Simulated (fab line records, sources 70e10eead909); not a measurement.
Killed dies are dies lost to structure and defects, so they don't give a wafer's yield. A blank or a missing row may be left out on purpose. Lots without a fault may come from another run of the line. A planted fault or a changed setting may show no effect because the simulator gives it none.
fab line records | flow nand_harc | part 1 of 2: steps 1 to 22 of 29
record lots=5 wafers=15 last_day=29
route steps=1302 shown A_CONTACT@991
lots that met no fault: from a run of the same line without faults
start_h: hours from the record's first day to the start of the lot's first wafer shown | wait_h: hours since the lot's step before | " the same as in the row above | L1.1+2: a row that stands for several wafers | - no value, or no start given | * or withheld: withheld | < > ~ a bound
route shown NAME@n: a module of which the file shows steps, and the number in the route of the first | usual: mean/standard deviation of fault-free wafers | same: alike in all rows | chamber/n: place in a boat | sites: the reading at each site | _std_site: their standard deviation | _edge_site: outer sites' mean less inner sites' | radius_mm: how far each site lies from the wafer's centre | mask NAME#n: copy n | behind: the tool/chamber that last shaped the wafer | hold: why the lot was held/for how many hours/how that ended | device: the transistor (n, p or np) that didn't switch | end of line: the same wafers' tests at the end of the route | a step without rows: its recipe alone | killed: dies lost to structure and defects at the first sort, not the wafer's yield | map: a wafer's dies, x killed, . not, _ none there
set.NAME: the setting as run; set.NAME@STEP: as run at that earlier step | model.NAME: the simulator's own value behind a step, which no gauge read
lots at some steps of the route; a table a step, a row a wafer
services: from which hour (start_h, from the record's first day; less than 0 if before it) a tool's chamber was out of use, for how many hours, and why
## steps
# step NHARC_A_CONTACT_COAT_36
# recipe spin_rpm=1500 resist_thk_nm=90
# columns lot.wafer tool chamber start_h wait_h
L075.2+5+6 litho_track-06 0 - -
L079.2+3+5 litho_track-04 0 - -
L084.1+2+5 litho_track-01 0 - -
L089.1+5+6 litho_track-06 0 - -
L087.1+3+4 litho_track-01 0 - -
# step NHARC_A_CONTACT_SOFTBAKE_37
# recipe temp_c=105 time_s=55
# usual heater_power_total_W=188.45/0.14
# columns lot.wafer tool chamber start_h wait_h heater_power_total_W
L075.2 litho_track-06 0 - - 188.31
L075.5 " 0 " " 188.33
L075.6 " 0 " " 188.45
L079.2 litho_track-04 0 - - 188.55
L079.3 " 0 " " 188.27
L079.5 " 0 " " 188.34
L084.1 litho_track-01 0 - - 188.40
L084.2 " 0 " " 188.67
L084.5 " 0 " " 188.45
L089.1 litho_track-06 0 - - 188.45
L089.5 " 0 " " 188.32
L089.6 " 0 " " 188.72
L087.1 litho_track-01 0 - - 188.40
L087.3 " 0 " " 188.42
L087.4 " 0 " " 188.56
# step NHARC_A_CONTACT_EBR_38
# columns lot.wafer tool chamber start_h wait_h
L075.2+5+6 litho_track-06 0 - -
L079.2+3+5 litho_track-04 0 - -
L084.1+2+5 litho_track-01 0 - -
L089.1+5+6 litho_track-06 0 - -
L087.1+3+4 litho_track-01 0 - -
# step NHARC_A_CONTACT_EXPOSE_39
# recipe na=1.35 sigma_outer=0.8 dose_mj=58.79 mask_id=A_CC_3
# columns lot.wafer tool chamber start_h wait_h mask
L075.2+5+6 arfi_scanner-03 0 491.64 - A_CC_3#0
L079.2+3+5 arfi_scanner-01 0 549.48 - A_CC_3#0
L084.1+2+5 arfi_scanner-02 0 587.88 - A_CC_3#0
L089.1+5+6 arfi_scanner-02 0 617.59 - A_CC_3#0
L087.1+3+4 arfi_scanner-03 0 618.91 - A_CC_3#0
# step NHARC_A_CONTACT_PEB_40
# recipe peb_temp_c=100 peb_time_s=65
# usual heater_power_total_W=156.6/0.41
# columns lot.wafer tool chamber start_h wait_h heater_power_total_W
L075.2 litho_track-01 0 491.70 0.1 157.2
L075.5 " 0 " " 156.1
L075.6 " 0 " " 156.9
L079.2 litho_track-04 0 549.54 0.1 156.5
L079.3 " 0 " " 157.2
L079.5 " 0 " " 156.7
L084.1 litho_track-04 0 587.94 0.1 157.0
L084.2 " 0 " " 156.2
L084.5 " 0 " " 156.2
L089.1 litho_track-01 0 617.65 0.1 156.6
L089.5 " 0 " " 156.4
L089.6 " 0 " " 156.0
L087.1 litho_track-04 0 618.97 0.1 156.2
L087.3 " 0 " " 156.1
L087.4 " 0 " " 156.0
# step NHARC_A_CONTACT_DEVELOP_41
# recipe develop_time_s=35 dev_temp_c=23
# columns lot.wafer tool chamber start_h wait_h
L075.2+5+6 litho_track-01 0 - -
L079.2+3+5 litho_track-04 0 - -
L084.1+2+5 litho_track-04 0 - -
L089.1+5+6 litho_track-01 0 - -
L087.1+3+4 litho_track-04 0 - -
# step NHARC_A_CONTACT_CD_MEAS_42
# recipe target_cd_nm=300 landing_energy_ev=500
# usual cd_nm=300.1/0.46
# columns lot.wafer tool chamber start_h wait_h cd_nm
L075.2 cd_sem-01 0 491.78 - 300.1
L075.5 " 0 " " 300.1
L075.6 " 0 " " 299.8
L079.2 cd_sem-02 0 549.62 - 299.8
L079.3 " 0 " " 299.8
L079.5 " 0 " " 300.2
L084.1 cd_sem-02 0 588.02 - 300.8
L084.2 " 0 " " 300.5
L084.5 " 0 " " 300.0
L089.1 cd_sem-02 0 617.73 - 300.0
L089.5 " 0 " " 299.7
L089.6 " 0 " " 300.0
L087.1 cd_sem-01 0 619.05 - 300.3
L087.3 " 0 " " 299.4
L087.4 " 0 " " 300.5
# step NHARC_A_CONTACT_OVL_MEAS_43
# usual overlay_x_nm=-0.1/0.81 overlay_y_nm=-0.3/0.78
# columns lot.wafer tool chamber start_h wait_h overlay_x_nm overlay_y_nm
L075.2 overlay-02 - 491.87 - 0.8 -1.1
L075.5 " - " " 0.7 -1.3
L075.6 " - " " 0.4 -0.9
L079.2 overlay-01 - 549.70 - 1.6 0.4
L079.3 " - " " 1.4 0.2
L079.5 " - " " 1.1 0.8
L084.1 overlay-01 - 588.11 - 0.8 -0.4
L084.2 " - " " 0.6 -0.6
L084.5 " - " " 0.5 -0.6
L089.1 overlay-02 - 617.82 - -0.3 0.8
L089.5 " - " " -0.9 0.7
L089.6 " - " " -0.4 0.2
L087.1 overlay-02 - 619.13 - 0.2 0.3
L087.3 " - " " 0.1 0.6
L087.4 " - " " 0.2 0.0
# step NHARC_A_CONTACT_INSPECT_44
# usual raw_defect_count=80/41
# columns lot.wafer tool chamber start_h wait_h raw_defect_count
L075.2 defect_inspect-02 - 491.91 0.0 112
L075.5 " - " " 93
L075.6 " - " " 98
L079.2 defect_inspect-01 - 549.74 0.0 90
L079.3 " - " " 111
L079.5 " - " " 124
L084.1 defect_inspect-01 - 588.14 0.0 36
L084.2 " - " " 49
L084.5 " - " " 39
L089.1 defect_inspect-01 - 617.85 0.0 88
L089.5 " - " " 108
L089.6 " - " " 87
L087.1 defect_inspect-02 - 619.17 0.0 24
L087.3 " - " " 15
L087.4 " - " " 16
# step NHARC_A_CONTACT_DESCUM_47
# recipe time_s=3 o2_flow_sccm=200 ar_flow_sccm=0 bias_power_w=0 chemistry=O2
# usual drypump_motor_current_A=6.13/0.27 oes_product_au=1.003/0.0079 rf_vpp_V=57.8/0.94 showerhead_plenum_p_Torr=1.94/0.12 throttle_valve_pct=11.311/0.0088
# columns lot.wafer tool chamber start_h wait_h drypump_motor_current_A oes_product_au rf_hours_counter_h rf_vpp_V showerhead_plenum_p_Torr throttle_valve_pct
L075.2 rie_diel-02 1 491.97 0.1 6.01 1.004 19 58.2 2.06 11.297
L075.5 " 1 " " 6.01 1.013 - 57.8 2.06 11.316
L075.6 " 2 " " 6.37 1.013 - 58.5 1.99 11.329
L079.3 rie_diel-13 0 549.80 0.1 6.50 1.000 4 57.6 1.80 11.309
L079.2 " 3 " " 6.05 0.998 4 58.0 1.79 11.318
L079.5 " 1 " " 6.41 0.991 - 58.7 1.98 11.304
L084.2 rie_diel-02 1 588.22 0.1 6.02 1.006 2 57.3 2.06 11.322
L084.1 " 2 " " 6.36 1.012 1 57.3 1.99 11.319
L084.5 " 3 " " 5.59 1.002 - 58.5 1.77 11.304
L089.1 rie_diel-02 3 617.94 0.1 5.61 1.018 9 57.4 1.77 11.316
L089.5 " 0 " " 6.23 1.009 - 55.7 2.06 11.318
L089.6 " 1 " " 6.05 1.005 - 58.3 2.05 11.312
L087.3 rie_diel-13 2 619.23 0.1 6.24 1.003 26 58.8 2.05 11.309
L087.4 " 3 " " 6.09 1.001 26 57.6 1.79 11.308
L087.1 " 0 " " 6.45 1.001 29 57.6 1.80 11.314
# step NHARC_A_CONTACT_ETCH_48
# recipe target_depth_a=390 over_etch_frac=0.3 time_s=65 ion_energy_ev=80 cf4_flow_sccm=150 ar_flow_sccm=0 rf_w=300 bias_w=100 chemistry=CF4
# usual drypump_motor_current_A=6.12/0.26 oes_product_au=1.003/0.0088 rf_fwd_power_W=297.3/1.4 rf_vpp_V=151.5/1.4 showerhead_plenum_p_Torr=1.79/0.1 throttle_valve_pct=13.283/0.0084
# columns lot.wafer tool chamber start_h wait_h drypump_motor_current_A oes_product_au rf_fwd_power_W rf_hours_counter_h rf_vpp_V showerhead_plenum_p_Torr throttle_valve_pct
L075.2 rie_diel-02 2 492.07 0.1 6.36 1.001 295.6 17 151.0 1.84 13.275
L075.5 " 3 " " 5.60 1.016 298.7 - 150.4 1.65 13.288
L075.6 " 0 " " 6.26 1.007 296.0 - 152.5 1.90 13.268
L079.2 rie_diel-13 3 549.91 0.1 6.05 0.990 298.7 4 150.4 1.67 13.283
L079.3 " 0 " " 6.43 1.004 297.2 4 150.5 1.67 13.279
L079.5 " 0 " " 6.44 0.990 297.8 - 149.6 1.67 13.271
L084.2 rie_diel-02 2 588.30 0.1 6.40 1.001 295.9 1 151.5 1.83 13.294
L084.1 " 3 " " 5.60 1.018 297.7 2 150.2 1.65 13.279
L084.5 " 0 " " 6.19 0.996 297.1 - 153.7 1.90 13.266
L089.1 rie_diel-02 0 618.01 0.1 6.21 1.018 296.6 9 153.1 1.90 13.278
L089.5 " 3 " " 5.59 1.014 298.1 - 149.1 1.65 13.282
L089.6 " 0 " " 6.18 1.003 297.5 - 153.1 1.90 13.286
L087.1 rie_diel-13 2 619.32 0.1 6.24 0.991 296.0 26 151.5 1.88 13.288
L087.4 " 3 " " 6.05 0.994 299.6 26 149.3 1.66 13.277
L087.3 " 0 " " 6.46 1.007 297.2 29 151.4 1.67 13.293
# step NHARC_A_CONTACT_ETCH_49
# recipe target_depth_a=2600 over_etch_frac=0.3 time_s=475.3 ion_energy_ev=200 n2_flow_sccm=150 h2_flow_sccm=150 ar_flow_sccm=0 rf_w=400 bias_w=150 chemistry=N2/H2
# usual drypump_motor_current_A=6.12/0.27 oes_product_au=1.004/0.0075 rf_fwd_power_W=399.4/1.1 rf_vpp_V=431/3.8 showerhead_plenum_p_Torr=2.07/0.13 throttle_valve_pct=14.171/0.0091
# columns lot.wafer tool chamber start_h wait_h drypump_motor_current_A oes_product_au rf_fwd_power_W rf_hours_counter_h rf_vpp_V showerhead_plenum_p_Torr throttle_valve_pct
L075.2 rie_diel-02 0 - - 6.20 1.007 399.5 17 435 2.21 14.176
L075.5 " 2 " " 6.38 1.011 399.4 - 431 2.13 14.163
L075.6 " 3 " " 5.60 1.014 399.1 - 427 1.89 14.162
L079.3 rie_diel-13 2 - - 6.27 0.999 399.7 4 435 2.20 14.157
L079.2 " 3 " " 6.08 1.002 400.0 4 428 1.91 14.174
L079.5 " 0 " " 6.47 1.007 398.9 - 428 1.92 14.184
L084.1 rie_diel-02 1 - - 6.03 0.998 401.3 2 436 2.20 14.175
L084.2 " 3 " " 5.61 0.995 399.3 2 427 1.89 14.191
L084.5 " 2 " " 6.35 1.003 396.5 - 432 2.12 14.167
L089.1 rie_diel-02 2 - - 6.39 1.009 399.5 8 432 2.12 14.169
L089.5 " 2 " " 6.37 1.008 399.7 - 432 2.12 14.178
L089.6 " 3 " " 5.59 1.012 400.3 - 426 1.88 14.163
L087.1 rie_diel-13 3 - - 6.04 0.997 400.3 27 426 1.90 14.184
L087.4 " 0 " " 6.45 0.989 400.1 30 427 1.91 14.161
L087.3 " 1 " " 6.45 1.003 401.8 29 432 2.10 14.161
# step NHARC_A_CONTACT_ETCH_50
# recipe target_depth_a=1210 time_s=60.5 cf4_flow_sccm=100 chf3_flow_sccm=30 ar_flow_sccm=0 rf_w=500 bias_w=200 chemistry=CF4/CHF3
# usual drypump_motor_current_A=6.12/0.26 oes_product_au=0.956/0.024 rf_fwd_power_W=495.0/2.3 rf_vpp_V=372/3.1 showerhead_plenum_p_Torr=1.60/0.092 throttle_valve_pct=16.804/0.0089
# columns lot.wafer tool chamber start_h wait_h drypump_motor_current_A oes_product_au rf_fwd_power_W rf_hours_counter_h rf_vpp_V showerhead_plenum_p_Torr throttle_valve_pct
L075.2 rie_diel-02 2 - - 6.38 0.964 492.4 18 372 1.64 16.796
L075.6 " 1 " " 6.02 0.958 494.4 - 373 1.69 16.800
L075.5 " 2 " " 6.36 0.964 490.9 - 373 1.64 16.817
L079.3 rie_diel-13 2 - - 6.25 0.963 495.5 4 374 1.68 16.800
L079.2 " 0 " " 6.45 0.949 496.2 6 368 1.49 16.801
L079.5 " 2 " " 6.24 0.959 493.6 - 376 1.68 16.808
L084.2 rie_diel-02 3 - - 5.58 0.964 496.8 2 366 1.46 16.807
L084.1 " 1 " " 6.02 0.977 496.0 2 372 1.68 16.820
L084.5 " 0 " " 6.25 0.968 491.8 - 375 1.69 16.804
L089.1 rie_diel-02 0 - - 6.19 0.973 496.8 9 375 1.69 16.796
L089.6 " 3 " " 5.60 0.984 497.4 - 367 1.46 16.799
L089.5 " 0 " " 6.21 0.972 493.1 - 376 1.69 16.820
L087.3 rie_diel-13 2 - - 6.26 0.915 494.3 26 374 1.68 16.799
L087.4 " 3 " " 6.11 0.920 499.4 27 367 1.48 16.796
L087.1 " 0 " " 6.45 0.919 496.7 30 367 1.48 16.808
# step NHARC_A_CONTACT_ETCH_51
# recipe target_depth_a=70000 over_etch_frac=0.3 time_s=1820 ion_energy_ev=150 o2_flow_sccm=400 cos_flow_sccm=20 ar_flow_sccm=0 rf_w=500 bias_w=300 chemistry=O2/COS
# usual drypump_motor_current_A=6.14/0.26 oes_product_au=1.003/0.0071 rf_fwd_power_W=499.7/1.6 rf_vpp_V=315.1/2.7 showerhead_plenum_p_Torr=3.18/0.18 throttle_valve_pct=28.331/0.0093
# columns lot.wafer tool chamber start_h wait_h drypump_motor_current_A oes_product_au rf_fwd_power_W rf_hours_counter_h rf_vpp_V showerhead_plenum_p_Torr throttle_valve_pct
L075.2 rie_diel-02 1 - - 6.04 1.000 499.8 19 318.1 3.35 28.326
L075.6 " 0 " " 6.22 0.997 498.4 - 317.0 3.36 28.321
L075.5 " 1 " " 5.99 1.000 497.1 - 319.0 3.35 28.321
L079.3 rie_diel-13 3 - - 6.06 1.003 496.4 6 311.5 2.94 28.338
L079.2 " 0 " " 6.43 1.004 501.6 6 312.5 2.95 28.326
L079.5 " 3 " " 6.06 0.998 498.7 - 311.2 2.94 28.318
L084.1 rie_diel-02 3 - - 5.60 1.013 499.3 2 309.8 2.90 28.325
L084.2 " 0 " " 6.24 1.001 499.3 3 317.6 3.36 28.332
L084.5 " 2 " " 6.37 1.013 497.8 - 316.4 3.24 28.329
L089.1 rie_diel-02 0 - - 6.20 1.005 501.1 9 317.1 3.35 28.336
L089.6 " 1 " " 6.03 1.003 500.3 - 317.1 3.34 28.310
L089.5 " 2 " " 6.37 1.007 500.6 - 316.3 3.24 28.317
L087.3 rie_diel-13 0 - - 6.49 1.006 497.5 30 312.6 2.94 28.330
L087.1 " 1 " " 6.42 1.003 501.6 30 316.2 3.21 28.333
L087.4 " 3 " " 6.08 1.004 499.2 27 310.7 2.93 28.342
# step NHARC_A_CONTACT_ETCH_111
# recipe source_w=withheld pressure_mtorr=20 bias_v=withheld time_s=140 target_depth_a=7000 ar_flow_sccm=withheld c4f8_flow_sccm=withheld o2_flow_sccm=withheld chemistry=C4F8/O2/Ar
# columns lot.wafer tool chamber start_h wait_h rf_hours_counter_h
L075.2 har_cap_etch-01 1 493.83 - 133
L075.5 " 0 " " -
L075.6 " 1 " " -
L079.2 har_cap_etch-02 1 552.80 - 92
L079.3 " 1 " " -
L079.5 " 0 " " -
L084.2 har_cap_etch-03 0 590.03 - 55
L084.1 " 1 " " 55
L084.5 " 0 " " -
L089.1 har_cap_etch-02 1 619.79 - 104
L089.6 " 0 " " -
L089.5 " 1 " " -
L087.1 har_cap_etch-03 0 621.11 - 63
L087.4 " 1 " " -
L087.3 " 0 " " -
# step NHARC_A_CONTACT_ETCH_112
# recipe source_w=withheld pressure_mtorr=20 bias_v=3000 time_s=190 target_depth_a=18500 ar_flow_sccm=withheld c4f8_flow_sccm=withheld o2_flow_sccm=withheld chemistry=C4F8/O2/Ar
# columns lot.wafer tool chamber start_h wait_h rf_hours_counter_h
L075.2 har_cap_etch-01 1 494.02 0.2 134
L075.5 " 0 " " -
L075.6 " 1 " " -
L079.2 har_cap_etch-02 1 553.00 0.2 92
L079.3 " 1 " " -
L079.5 " 0 " " -
L084.2 har_cap_etch-03 0 590.23 0.2 55
L084.1 " 1 " " 55
L084.5 " 0 " " -
L089.1 har_cap_etch-02 1 620.05 0.2 104
L089.6 " 0 " " -
L089.5 " 1 " " -
L087.1 har_cap_etch-03 0 621.31 0.2 63
L087.4 " 1 " " -
L087.3 " 0 " " -
# step NHARC_A_CONTACT_ETCH_113
# recipe source_w=withheld pressure_mtorr=20 bias_v=3000 time_s=190 target_depth_a=18500 ar_flow_sccm=withheld c4f8_flow_sccm=withheld o2_flow_sccm=withheld chemistry=C4F8/O2/Ar
# columns lot.wafer tool chamber start_h wait_h rf_hours_counter_h
L075.2 har_cap_etch-01 1 494.19 0.1 134
L075.5 " 0 " " -
L075.6 " 1 " " -
L079.2 har_cap_etch-02 1 553.17 0.1 93
L079.3 " 1 " " -
L079.5 " 0 " " -
L084.2 har_cap_etch-03 0 590.40 0.1 55
L084.1 " 1 " " 55
L084.5 " 0 " " -
L089.1 har_cap_etch-02 1 620.27 0.2 105
L089.6 " 0 " " -
L089.5 " 1 " " -
L087.1 har_cap_etch-03 0 621.48 0.1 63
L087.4 " 1 " " -
L087.3 " 0 " " -
# step NHARC_A_CONTACT_ETCH_114
# recipe source_w=withheld pressure_mtorr=20 bias_v=3000 time_s=190 target_depth_a=18500 ar_flow_sccm=withheld c4f8_flow_sccm=withheld o2_flow_sccm=withheld chemistry=C4F8/O2/Ar
# columns lot.wafer tool chamber start_h wait_h rf_hours_counter_h
L075.2 har_cap_etch-01 1 494.36 0.1 134
L075.5 " 0 " " -
L075.6 " 1 " " -
L079.2 har_cap_etch-02 1 553.34 0.1 93
L079.3 " 1 " " -
L079.5 " 0 " " -
L084.2 har_cap_etch-03 0 590.57 0.1 55
L084.1 " 1 " " 55
L084.5 " 0 " " -
L089.1 har_cap_etch-02 1 620.50 0.2 105
L089.6 " 0 " " -
L089.5 " 1 " " -
L087.1 har_cap_etch-03 0 621.66 0.1 64
L087.4 " 1 " " -
L087.3 " 0 " " -
# step NHARC_A_CONTACT_ETCH_115
# recipe source_w=withheld pressure_mtorr=20 bias_v=3000 time_s=190 target_depth_a=18500 ar_flow_sccm=withheld c4f8_flow_sccm=withheld o2_flow_sccm=withheld chemistry=C4F8/O2/Ar
# columns lot.wafer tool chamber start_h wait_h rf_hours_counter_h
L075.2 har_cap_etch-01 1 494.53 0.1 134
L075.5 " 0 " " -
L075.6 " 1 " " -
L079.2 har_cap_etch-02 1 553.51 0.1 93
L079.3 " 1 " " -
L079.5 " 0 " " -
L084.2 har_cap_etch-03 0 590.74 0.1 55
L084.1 " 1 " " 55
L084.5 " 0 " " -
L089.1 har_cap_etch-02 1 620.73 0.2 105
L089.6 " 0 " " -
L089.5 " 1 " " -
L087.1 har_cap_etch-03 0 621.83 0.1 64
L087.4 " 1 " " -
L087.3 " 0 " " -
# step NHARC_A_CONTACT_ETCH_116
# recipe source_w=withheld pressure_mtorr=20 bias_v=3000 time_s=190 target_depth_a=18500 ar_flow_sccm=withheld c4f8_flow_sccm=withheld o2_flow_sccm=withheld chemistry=C4F8/O2/Ar
# columns lot.wafer tool chamber start_h wait_h rf_hours_counter_h
L075.2 har_cap_etch-01 1 494.70 0.1 134
L075.5 " 0 " " -
L075.6 " 1 " " -
L079.2 har_cap_etch-02 1 553.68 0.1 93
L079.3 " 1 " " -
L079.5 " 0 " " -
L084.2 har_cap_etch-03 0 590.91 0.1 56
L084.1 " 1 " " 56
L084.5 " 0 " " -
L089.1 har_cap_etch-02 1 620.96 0.2 105
L089.6 " 0 " " -
L089.5 " 1 " " -
L087.1 har_cap_etch-03 0 621.99 0.1 64
L087.4 " 1 " " -
L087.3 " 0 " " -
# step NHARC_A_CONTACT_ETCH_117
# recipe source_w=withheld pressure_mtorr=20 bias_v=3000 time_s=190 target_depth_a=18500 ar_flow_sccm=withheld c4f8_flow_sccm=withheld o2_flow_sccm=withheld chemistry=C4F8/O2/Ar
# columns lot.wafer tool chamber start_h wait_h rf_hours_counter_h
L075.2 har_cap_etch-01 1 494.87 0.1 134
L075.5 " 0 " " -
L075.6 " 1 " " -
L079.2 har_cap_etch-02 1 553.85 0.1 93
L079.3 " 1 " " -
L079.5 " 0 " " -
L084.2 har_cap_etch-03 0 591.08 0.1 56
L084.1 " 1 " " 56
L084.5 " 0 " " -
L089.1 har_cap_etch-02 1 621.19 0.2 105
L089.6 " 0 " " -
L089.5 " 1 " " -
L087.1 har_cap_etch-03 0 622.16 0.1 64
L087.4 " 1 " " -
L087.3 " 0 " " -
# step NHARC_A_CONTACT_ETCH_118
# recipe source_w=withheld pressure_mtorr=20 bias_v=3000 time_s=190 target_depth_a=18500 ar_flow_sccm=withheld c4f8_flow_sccm=withheld o2_flow_sccm=withheld chemistry=C4F8/O2/Ar
# columns lot.wafer tool chamber start_h wait_h rf_hours_counter_h
L075.2 har_cap_etch-01 1 495.04 0.1 135
L075.5 " 0 " " -
L075.6 " 1 " " -
L079.2 har_cap_etch-02 1 554.02 0.1 93
L079.3 " 1 " " -
L079.5 " 0 " " -
L084.2 har_cap_etch-03 0 591.25 0.1 56
L084.1 " 1 " " 56
L084.5 " 0 " " -
L089.1 har_cap_etch-02 1 621.41 0.2 105
L089.6 " 0 " " -
L089.5 " 1 " " -
L087.1 har_cap_etch-03 0 622.33 0.1 64
L087.4 " 1 " " -
L087.3 " 0 " " -
